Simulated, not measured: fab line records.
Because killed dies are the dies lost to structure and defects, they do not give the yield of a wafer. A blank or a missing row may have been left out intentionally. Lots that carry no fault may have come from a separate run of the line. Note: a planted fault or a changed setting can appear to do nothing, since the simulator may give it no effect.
A struck lot beside a sound one + flow n5_finfet + 40 steps out of a route of 1938
Sound: these wafers, L314.2, L314.4, L314.6. The struck wafers were L301.1, L301.5, L301.6. The cause comes at the end.
Per side, at each step with rows, come the tool, then ch with its chambers, and then its first start. Under that, the readings that differ: sound wafers + struck wafers + difference of the means + sigmas: that difference in standard deviations of wafers without a fault.
alike: readings whose means differ by less than 2 such deviations, and words and numbers that are the same on both sides. not compared: withheld readings, readings that some wafer has no value for, bounds like >300 that may hide the same value, and numbers for which the record gives no deviation and whose values overlap.
The two part at a step that has a row with sigmas, a row that says differs or no value, or rows on one side only. Numbers that have no deviation but don't overlap get no sigmas and don't part them. A reading missing from all wafers of one side parts the sides only when that side holds two or more wafers.

first, 11 steps without rows for these wafers: N5_DUMMY_REMOVAL_HM_STRIP_01 (strips SiNx in CH3F/O2, stops on poly-Si, target depth 4 nm, time 6.8 s); N5_DUMMY_REMOVAL_STRIP_10 (strips in N2/H2, time 40 s); N5_DUMMY_REMOVAL_PRECLEAN_07 (cleans in dHF, time 30 s); N5_DUMMY_REMOVAL_DUMMY_REMOVE_02 (chemistry TMAH, target poly-Si, stops on SiO2, target depth 142 nm, time 57 s, rinse time 30 s); N5_DUMMY_REMOVAL_PRECLEAN_08 (cleans in NF3:NH3, afs cycles 2, time 20 s, sublimation time 60 s); N5_DUMMY_REMOVAL_PRECLEAN_04 (cleans in DHF, time 37 s); N5_DUMMY_REMOVAL_SRD_05 (time 30 s); N5_HKMG_FIN_IL_REGROW_00 (material SiO2, chemistry O3, target thk 0.75 nm, time 30 s); N5_HKMG_FIN_HK_ALD_01 (deposits HfO2, target thk 1.6 nm, pulse time 3 s, purge time 3 s); N5_HKMG_FIN_HK_ANNEAL_02 (time 30 s); N5_HKMG_FIN_ALD_74 (deposits La2O3, target thk 0.5 nm, pulse time 6 s, co reactant pulse time 1 s).
N5_HKMG_FIN_ALD_75: deposits Al2O3, target thk 1 nm, co reactant pulse time 1 s.
  sound on ald_hk-03 ch 1,2,3, day 8 11:29; struck on ald_hk-03 ch 1,2,3, day 5 06:28
  no value came back on the struck wafers for heater_power_outer_w (W), heater_power_w (W), precursor_pulse_height_rel; on the sound wafers heater_power_outer_w (W) reads 75 66 72
then, 26 steps without rows for these wafers: N5_HKMG_FIN_COAT_41 (time 60 s, resist thk 300 nm); N5_HKMG_FIN_COAT_42 (time 60 s, resist thk 35 nm); N5_HKMG_FIN_COAT_43 (resist thk 90 nm); N5_HKMG_FIN_EBR_45; N5_HKMG_FIN_SOFTBAKE_44 (time 60 s); N5_HKMG_FIN_EXPOSE_46 (exposes mask NDIPOLE); N5_HKMG_FIN_PEB_47 (peb time 60 s); N5_HKMG_FIN_DEVELOP_48 (develop time 30 s); N5_HKMG_FIN_DESCUM_53 (chemistry O2, time 7.9 s); N5_HKMG_FIN_ETCH_54 (etches SiARC in CF4, target depth 45.5 nm, time 75.8 s); N5_HKMG_FIN_ETCH_55 (etches SOC in N2/H2, target depth 240 nm, time 300 s); N5_HKMG_FIN_STRIP_56 (strips in N2/H2); N5_HKMG_FIN_STRIP_57 (strips in CF4); N5_HKMG_FIN_ETCH_58 (etches SOC in N2/H2, target depth 215.8 nm, time 741 s); N5_HKMG_FIN_STRIP_93 (strips SOC in N2/H2, time 20 s); N5_HKMG_FIN_WET_ETCH_76 (etches Al2O3 in dNH4OH, stops on La2O3, target depth 2.25 nm, rinse time 30 s); N5_HKMG_FIN_STRIP_60 (strips in N2/H2, time 360 s); N5_HKMG_FIN_WET_ETCH_77 (etches La2O3 in dHCl, stops on HfO2, target depth 2 nm); N5_HKMG_FIN_WET_ETCH_78 (etches Al2O3 in dNH4OH, stops on La2O3, target depth 4.5 nm, rinse time 30 s); N5_HKMG_FIN_ALD_79 (deposits TiN, target thk 1.5 nm, pulse time 1 s, purge time 3 s); N5_HKMG_FIN_CVD_62 (deposits a-Si from Si2H6, target thk 3 nm, time 20.8 s); N5_HKMG_FIN_RTA_80 (time 2 s); N5_HKMG_FIN_PRECLEAN_64 (cleans in dHF, time 30 s); N5_HKMG_FIN_WET_ETCH_65 (etches a-Si in TMAH, stops on TiN, time 49 s, target depth 3 nm); N5_HKMG_FIN_WET_ETCH_81 (etches TiN in SC1, stops on HfO2, time 57 s, target depth 6 nm); N5_HKMG_FIN_WET_ETCH_82 (etches La2O3 in dHCl, stops on HfO2, target depth 2 nm, rinse time 30 s).
-- record jumps: 4 days separate the struck wafers' starts on either side; left off in module HKMG_FIN, taken up again in module BEOL_M4, whose first shown step is the route's number 1111 --
N5_BEOL_M4_RC_MEAS_101:
  sound on prober-02 ch 0, day 12 21:17; struck on prober-01 ch 0, day 8 21:13
| reading             | sound                      | struck                   | difference | sigmas      |
|---------------------|----------------------------|--------------------------|------------|-------------|
| IOFF_P (nA/um)      | 0.27 0.24 0.23             | 53.11 42.78 54.98        | +50.04     | +99 or more |
| IOFF_P_85C (nA/um)  | 4.4 4.0 3.9                | 386.4 317.4 395.0        | +362.2     | +99 or more |
| IOFF_P_LIN (nA/um)  | 0.122 0.111 0.110          | 23.767 20.013 24.079     | +22.505    | +99 or more |
| IOFF_P_LONG (nA/um) | 0.000122 0.000124 0.000127 | 0.0218 0.021401 0.022236 | +0.0217    | +99 or more |
| ION_P (uA/um)       | 479 487 480                | 654 649 668              | +175       | +18         |
| VT_N_LVT (mV)       | 95 96 96                   | 246 249 249              | +152       | +41         |
| VT_P (mV)           | -244 -246 -248             | -94 -98 -94              | +151       | +39         |
| VT_P_LONG (mV)      | -268 -270 -267             | -122 -122 -122           | +146       | +43         |
  alike: DIBL_N, DIBL_P, IOFF_N, ION_N, SS_N, SS_P, VT_N
-- a jump in the record: the struck wafers' starts before and after are 5 days apart (it breaks off in module BEOL_M4 and resumes in module PASSIVATION, where the first step shown is number 1936 of the route) --
N5_PASSIVATION_PROBE_49:
  sound on prober-02 at day 17 09:01; struck on prober-02 at day 13 11:20
| reading                | sound | struck            | difference | sigmas      |
|------------------------|-------|-------------------|------------|-------------|
| killed_at_contacts     | 5     | 15 15 28          | +14        | +2          |
| sort_bin_4_leakage (%) | 0     | 91.86 90.17 89.75 | +90.59     | +99 or more |
| sort_n_pass            | 1088  | 0 0 0             | -1088      | -49         |
| sort_yield_pct (%)     | 92.2  | 0 0 0             | -92        | -49         |
  alike: defect_limited_yield, killed_at_M0_to_M3, killed_at_M4_up, killed_at_front_end, killed_at_other, killed_dies, killed_open, killed_short, sort_bin_5_function, sort_bin_6_memory, sort_bin_8_speed

== WHERE THEY PART ==
First at N5_HKMG_FIN_ALD_75; last, within this record, at N5_PASSIVATION_PROBE_49.

WHY: the cause the simulator had injected
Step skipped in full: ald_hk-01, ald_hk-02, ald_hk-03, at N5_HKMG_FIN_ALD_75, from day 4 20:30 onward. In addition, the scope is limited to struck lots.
